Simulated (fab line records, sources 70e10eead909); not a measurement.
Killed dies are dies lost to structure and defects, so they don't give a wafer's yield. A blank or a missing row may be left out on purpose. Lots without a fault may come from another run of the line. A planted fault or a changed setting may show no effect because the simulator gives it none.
A struck lot beside a sound one | flow nand_harc | 14 steps out of a route of 1159
Sound: wafers L180.1, L180.5, L180.6. Struck: wafers L187.2, L187.5, L187.6. The cause comes at the end.
At each step with rows: each side's tool, then ch and its chambers, then its first start. Under that, the readings that differ: sound wafers | struck wafers | difference of the means | sigmas: that difference in standard deviations of wafers without a fault.
alike: readings whose means differ by less than 2 such deviations, and words and numbers that are the same on both sides. not compared: withheld readings, readings that some wafer has no value for, bounds like >300 that may hide the same value, and numbers for which the record gives no deviation and whose values overlap.
The two part at a step that has a row with sigmas, a row that says differs or no value, or rows on one side only. Numbers that don't overlap but have no deviation are shown without sigmas and don't part them. A reading that every wafer of one side lacks parts them only if that side has two wafers or more.

first, 8 steps without rows for these wafers: NHARC_P_GATE_DEHYDRATE_18 (time 120 s); NHARC_P_GATE_HMDS_19 (time 30 s); NHARC_P_GATE_COAT_20 (resist thk 90 nm); NHARC_P_GATE_SOFTBAKE_21 (time 55 s); NHARC_P_GATE_EBR_22; NHARC_P_GATE_EXPOSE_23 (exposes mask P GATE, target cd 120 nm); NHARC_P_GATE_PEB_24 (peb time 65 s); NHARC_P_GATE_DEVELOP_25 (develop time 35 s).
NHARC_P_GATE_CD_MEAS_26: target cd 120 nm.
  sound on cd_sem-03 ch 0, day 5 15:02; struck on cd_sem-03 ch 0, day 7 05:42
  alike: cd_nm
NHARC_P_GATE_OVL_MEAS_27:
  sound on overlay-02, day 5 15:08; struck on overlay-01, day 7 05:47
  alike: overlay_x_nm, overlay_y_nm
NHARC_P_GATE_INSPECT_28:
  sound on defect_inspect-02, day 5 15:11; struck on defect_inspect-02, day 7 05:49
  alike: raw_defect_count
NHARC_P_GATE_DESCUM_31: chemistry O2, time 3 s.
  sound on rie_diel-07 ch 0,3, day 5 15:14; struck on rie_diel-07 ch 0,2,3, day 7 05:54
  alike: chamber_pressure_mTorr, drypump_motor_current_A, mfc_ar_sccm, oes_product_au, rf_vpp_V, showerhead_plenum_p_Torr, throttle_valve_pct
  not compared: rf_hours_counter_h
NHARC_P_GATE_ETCH_104: etches the open film in CF4/CHF3, target depth 60 nm.
  sound on rie_diel-07 ch 0,1,3, day 5 15:20; struck on rie_diel-07 ch 0,1,2, day 7 05:58
  no value came back on the struck wafers for any of 9 readings (bias_w (W), cf4_flow_sccm (sccm) and others); on the sound wafers bias_w (W) reads 198.8 200.9 200.2
NHARC_P_GATE_HM_OPEN_105: chemistry O2/COS, target depth 360 nm.
  sound on rie_diel-07 ch 1,2; struck on rie_diel-07 ch 1,2
  alike: chamber_pressure_mTorr, drypump_motor_current_A, mfc_ar_sccm, oes_product_au, rf_vpp_V, showerhead_plenum_p_Torr, throttle_valve_pct
  not compared: rf_hours_counter_h

WHERE THEY PART
Only at NHARC_P_GATE_ETCH_104, within this record. Later steps at which nothing parts them and some readings are alike: NHARC_P_GATE_HM_OPEN_105.

WHY: what the simulator had put in
Skipped step whole: rie_diel-07, from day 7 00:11 on, at NHARC_P_GATE_ETCH_104. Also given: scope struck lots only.
